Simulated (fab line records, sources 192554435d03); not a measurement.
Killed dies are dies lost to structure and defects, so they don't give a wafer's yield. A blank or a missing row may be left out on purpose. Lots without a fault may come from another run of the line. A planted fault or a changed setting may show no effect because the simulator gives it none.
Split-lot experiment | flow n5_finfet | 7 lots, 21 wafers read, on a route of 1938 steps

THE SPLIT
At N5_BEOL_M11_ETCH_41 (etches SiCN in CH3F/O2, target depth 42.6 nm, time 86 s), the setting time_s was moved away from the recipe's 86 s on 8 of the 21 wafers read, by -9.4% to +21.0%. The other wafers ran this setting at the recipe's value.

The reading is taken at the split's own step.

THE READING
etch.depth_nm (the simulator's own value, which no gauge read), in nm, at N5_BEOL_M11_ETCH_41 (etches SiCN in CH3F/O2, target depth 42.6 nm, time 86 s). The file gives no usual value for it. The 13 wafers here that ran the recipe average 32.70 nm, standard deviation 0.44 nm.

wafer  | tool, chamber at the split | time_s as run, s | against the recipe | etch.depth_nm, nm | against lot-mates on the recipe
L076.1 | rie_diel-05, 1             | 97.06            | +12.9%             | 37.17             | +4.34
L076.2 | rie_diel-05, 3             | 86               | recipe             | 32.83             | -
L076.5 | rie_diel-05, 1             | 97.06            | +12.9%             | 36.95             | +4.12
L077.2 | rie_diel-02, 3             | 86               | recipe             | 33.01             | -
L077.3 | rie_diel-02, 0             | 91.41            | +6.3%              | 33.5              | +0.49
L077.4 | rie_diel-02, 1             | 91.41            | +6.3%              | 33.74             | +0.73
L085.2 | rie_diel-05, 2             | 86               | recipe             | 33.13             | -
L085.3 | rie_diel-05, 3             | 77.94            | -9.4%              | 29.51             | -3.62
L085.5 | rie_diel-05, 0             | 77.94            | -9.4%              | 29.65             | -3.48
L089.1 | rie_diel-05, 3             | 86               | recipe             | 32.38             | -
L089.4 | rie_diel-05, 0             | 86               | recipe             | 32.59             | -
L089.5 | rie_diel-05, 0             | 86               | recipe             | 32.65             | -
L094.2 | rie_diel-06, 2             | 86               | recipe             | 31.93             | -
L094.4 | rie_diel-06, 0             | 86               | recipe             | 32.59             | -
L094.6 | rie_diel-06, 2             | 97.78            | +13.7%             | 36.69             | +4.43
L096.2 | rie_diel-06, 1             | 86               | recipe             | 33.31             | -
L096.5 | rie_diel-06, 2             | 86               | recipe             | 31.87             | -
L096.6 | rie_diel-06, 1             | 86               | recipe             | 33.36             | -
L097.2 | rie_diel-05, 3             | 104.1            | +21.0%             | 39.68             | +6.98
L097.4 | rie_diel-05, 2             | 86               | recipe             | 32.83             | -
L097.5 | rie_diel-05, 2             | 86               | recipe             | 32.56             | -

THE FIT
A straight line over all 21 wafers: etch.depth_nm changes by +0.32 nm for each +1% of time_s; r = +0.98; the points scatter about the line by 0.52 nm.
The same after taking each lot's own level away (the mean of its wafers on the recipe; 21 wafers): +0.33 nm for each +1%; r = +0.98; scatter 0.55 nm.
On that fit, the largest move of time_s shifts the reading by 6.9 nm.
The lots' own levels span 32.260 to 33.130 nm, that is 2.0 times the standard deviation above.
So the lot-to-lot level changes the slope little: the two slopes agree.
Check: with one of the wafers moved furthest among these (+21.0%) left out of the fit, the line predicts +6.62 nm for it against its lot-mates. It came out at +6.98 nm against them.

OTHER SPLITS ON THESE WAFERS
These wafers also went through other splits before the reading. Each is held against what the fit with the lots' levels taken away leaves over:
other split on the same wafers | wafers away from the commonest value | r with etch.depth_nm (lot level and that fit taken away)
N5_BEOL_M11_EXPOSE_08 dose_mj  | 11                                   | +0.30
N5_BEOL_M11_ETCH_66 time_s     | 8                                    | +0.32

THE FILE'S OWN FIT
etch.depth_nm changes by +0.324 nm for each +1% of time_s, r = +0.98.
